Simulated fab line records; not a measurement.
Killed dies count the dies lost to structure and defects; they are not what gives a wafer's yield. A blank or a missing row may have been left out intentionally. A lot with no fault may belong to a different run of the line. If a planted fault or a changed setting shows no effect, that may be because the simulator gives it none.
Chamber matching || flow n5Finfet || 4 sister chambers for N5_BEOL_M14_DESCUM_33 on rieDiel-03
The step chemistry O2, time 7.9 s. 4 wafers are shown with their chamber, then 7 later ones without.

EACH WAFER AND ITS CHAMBER
{"wafer": "L081.5", "chamber": 3, "drypumpMotorCurrentA (A)": 5.9}
{"wafer": "L087.3", "chamber": 1, "drypumpMotorCurrentA (A)": 5.5}
{"wafer": "L089.1", "chamber": 0, "drypumpMotorCurrentA (A)": 5.2}
{"wafer": "L089.5", "chamber": 2, "drypumpMotorCurrentA (A)": 5.0}

WAFERS WHOSE CHAMBER IS MISSING
{"wafer": "L089.6", "drypumpMotorCurrentA (A)": 5.5}
{"wafer": "L088.1", "drypumpMotorCurrentA (A)": 5.2}
{"wafer": "L088.4", "drypumpMotorCurrentA (A)": 5.9}
{"wafer": "L088.5", "drypumpMotorCurrentA (A)": 5.2}
{"wafer": "L094.1", "drypumpMotorCurrentA (A)": 6.0}
{"wafer": "L094.5", "drypumpMotorCurrentA (A)": 5.4}
{"wafer": "L094.6", "drypumpMotorCurrentA (A)": 5.0}

WHICH CHAMBER EACH ONE RAN IN
{"wafer": "L089.6", "from the rows above": 1, "in truth": 1}
{"wafer": "L088.1", "from the rows above": 0, "in truth": 0}
{"wafer": "L088.4", "from the rows above": 3, "in truth": 3}
{"wafer": "L088.5", "from the rows above": 0, "in truth": 0}
{"wafer": "L094.1", "from the rows above": 3, "in truth": 3}
{"wafer": "L094.5", "from the rows above": "can't be placed: 1 or 0", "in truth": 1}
{"wafer": "L094.6", "from the rows above": 2, "in truth": 2}
Correct placement for 6 of the 7. Not placeable from these rows: 1 (in 1, the candidates include the true chamber). 0 placed wrongly.
How it was worked out, from the rows above alone: a wafer's distance from a chamber is the root of the sum, over the readings, of the square of ((its reading less the chamber's mean) divided by the reading's scatter). If the next closest chamber is less than 2 further off than the closest, the wafer can't be placed; otherwise it belongs to the closest. The mean given for a chamber averages the wafers shown for that chamber. The scatter: root of mean squared gap, hidden wafer to nearest shown wafer, with one shown wafer a chamber.
